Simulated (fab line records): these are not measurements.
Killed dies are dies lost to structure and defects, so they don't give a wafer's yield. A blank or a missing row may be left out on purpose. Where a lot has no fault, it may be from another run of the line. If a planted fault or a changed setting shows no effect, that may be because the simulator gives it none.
A struck lot beside a sound one | flow n5-finfet | 39 steps out of a route of 1938
Sound: wafers L947.2, L947.4, L947.5. Struck: wafer L944.5; the same lot's L944.6 was not struck, so it is left out; see the end for the cause.
Per side, at each step with rows, come the tool, then ch with its chambers, and then its first start. Under that, the readings that differ: sound wafers | struck wafers | difference of the means | sigmas: that difference in standard deviations of wafers without a fault.
alike: a reading whose means differ by less than 2 such deviations, as well as words and numbers matching on both sides. not compared: withheld readings; readings where some wafer has no value; bounds like >300 that might hide an equal value; numbers whose values overlap and for which the record gives no deviation.
A row with sigmas, a row that says differs or no value, or rows on one side alone: a step with any of these is where the two part. Numbers that don't overlap but have no deviation are shown without sigmas and don't part them. Lack of a reading on every wafer of one side parts them only where that side has two or more wafers.

first, 11 steps without rows for these wafers: N5_BEOL_M2_SPUTTER_92 (material Cu, target thk 4.5 nm, time 8.29 s); N5_BEOL_M2_ANNEAL_93 (time 240 s); N5_BEOL_M2_SPUTTER_94 (material Cu, target thk 4.5 nm, time 8.29 s); N5_BEOL_M2_ANNEAL_95 (time 240 s); N5_BEOL_M2_SPUTTER_96 (material Cu, target thk 4.5 nm, time 8.29 s); N5_BEOL_M2_ECD_50 (material Cu, target thk 300 nm); N5_BEOL_M2_ANNEAL_51 (time 90 s); N5_BEOL_M2_CMP_52 (polishes, stops on SiOC, t overpolish 6.8 s, target thk 40 nm); N5_BEOL_M2_PRE_CLEAN_60 (time 15 s); N5_BEOL_M2_CO_CAP_55 (material Co, precursor CCTBA/H2, target thk 2 nm, time 102.1 s); N5_BEOL_M2_PRE_CLEAN_56 (time 15 s).
N5_BEOL_M2_DEP_57: deposits SiCN from 3MS/NH3, target thk 8 nm, time 14 s.
  sound on pecvd-02 ch 0,2, day 12 23:13; struck on pecvd-04 ch 2, day 12 02:32
  reading                                  | sound       | struck | difference | sigmas
  model.SiCN_of_BEOL_M2_DEP_57.thk-nm (nm) | 8.4 8.4 8.4 | 3.6    | -4.8       |
  alike: showerhead-plenum-p-Torr, throttle-valve-pct
then, 22 steps without rows for these wafers: N5_BEOL_M3_ILD_DEP_00 (deposits SiOC from DEMS/O2, target thk 79 nm, time 15.3 s); N5_BEOL_M3_PECVD_72 (deposits SiO2 from TEOS/O2, target thk 16 nm, time 18 s); N5_BEOL_M3_HM_DEP_02 (deposits TiN, target thk 20 nm); N5_BEOL_M3_COAT_61 (time 60 s, resist thk 60 nm); N5_BEOL_M3_COAT_62 (time 60 s, resist thk 12 nm); N5_BEOL_M3_COAT_73 (time 60 s, resist thk 5 nm); N5_BEOL_M3_COAT_05 (resist thk 30 nm); N5_BEOL_M3_EBR_07; N5_BEOL_M3_SOFTBAKE_06 (time 60 s); N5_BEOL_M3_EXPOSE_08 (exposes mask M3); N5_BEOL_M3_PEB_09 (peb time 60 s); N5_BEOL_M3_DEVELOP_10 (develop time 30 s); N5_BEOL_M3_DESCUM_16 (chemistry O2, time 7 s); N5_BEOL_M3_ETCH_74 (etches underlayer in N2/H2, target depth 6.5 nm, time 5.2 s); N5_BEOL_M3_ETCH_63 (etches SiARC in CF4, target depth 15.6 nm, time 26 s); N5_BEOL_M3_ETCH_64 (etches SOC in N2/H2, target depth 75 nm, overetch 15 nm, time 112.5 s); N5_BEOL_M3_STRIP_65 (strips in N2/H2); N5_BEOL_M3_STRIP_75 (strips in N2/H2); N5_BEOL_M3_STRIP_66 (strips in CF4); N5_BEOL_M3_HM_OPEN_17 (chemistry Cl2/BCl3, target TiN, target depth 20 nm, overetch 6 nm); N5_BEOL_M3_STRIP_19 (strips in O2); N5_BEOL_M3_COAT_67 (time 60 s, resist thk 60 nm).
N5_BEOL_M3_CMP_52: polishes, stops on SiOC, t overpolish 6.8 s, target thk 40 nm.
  sound on cmp-02 ch 0,2,3, day 13 06:57; struck on cmp-02 ch 0, day 12 19:38
  reading                                | sound          | struck | difference | sigmas
  model.Cu_of_BEOL_M3_ECD_50.thk-nm (nm) | 38.2 40.6 40.8 | 35.4   | -4.5       |
  alike: barrier-field-endpoint-s, head-pressure-psi, motor-current-A, overpolish-run-s, slurry-flow-ml-min, time-to-endpoint-s
  not compared: pad-life-wafers
N5_BEOL_M3_THK_MEAS_53: measures by xrf.
  sound on film-metro-01, day 13 07:13; struck on film-metro-01, day 12 19:46
  reading     | sound          | struck | difference | sigmas
  M3_THK (nm) | 38.1 40.7 40.8 | 35.2   | -4.7       | -4
N5_BEOL_M3_RS_MEAS_58: uses a four-point probe to measure.
  sound on film-metro-02, day 13 07:28; struck on film-metro-02, day 12 20:02
  reading        | sound             | struck | difference | sigmas
  M3_RS (ohm/sq) | 0.711 0.655 0.651 | 0.781  | +0.109     | +4
N5_BEOL_M4_RC_MEAS_101:
  sound on prober-02 ch 0, day 13 16:17; struck on prober-01 ch 0, day 13 07:07
  reading                   | sound       | struck | difference | sigmas
  SERP_M3 (ohm/um)          | 203 190 180 | 229    | +38        | +3
  SERP_M3_max_site (ohm/um) | 210 202 194 | 246    | +44        | +3
  alike: DIBL_N, DIBL_P, IOFF_N, IOFF_P, ION_N, ION_P, SS_N, SS_P, VT_N, VT_P
-- the record jumps here: 4 days lie between the struck wafers' starts before and after (it left off in module BEOL_M4 and takes up again in module PASSIVATION, whose first step shown is number 1936 of the route) --
N5_PASSIVATION_PROBE_49:
  rows exist in the record for the struck wafers here (prober-02, day 17 02:53), but not for the sound ones

WHERE THEY PART
First at N5_BEOL_M3_THK_MEAS_53; last, within this record, at N5_PASSIVATION_PROBE_49.

WHY: whatever the simulator had introduced
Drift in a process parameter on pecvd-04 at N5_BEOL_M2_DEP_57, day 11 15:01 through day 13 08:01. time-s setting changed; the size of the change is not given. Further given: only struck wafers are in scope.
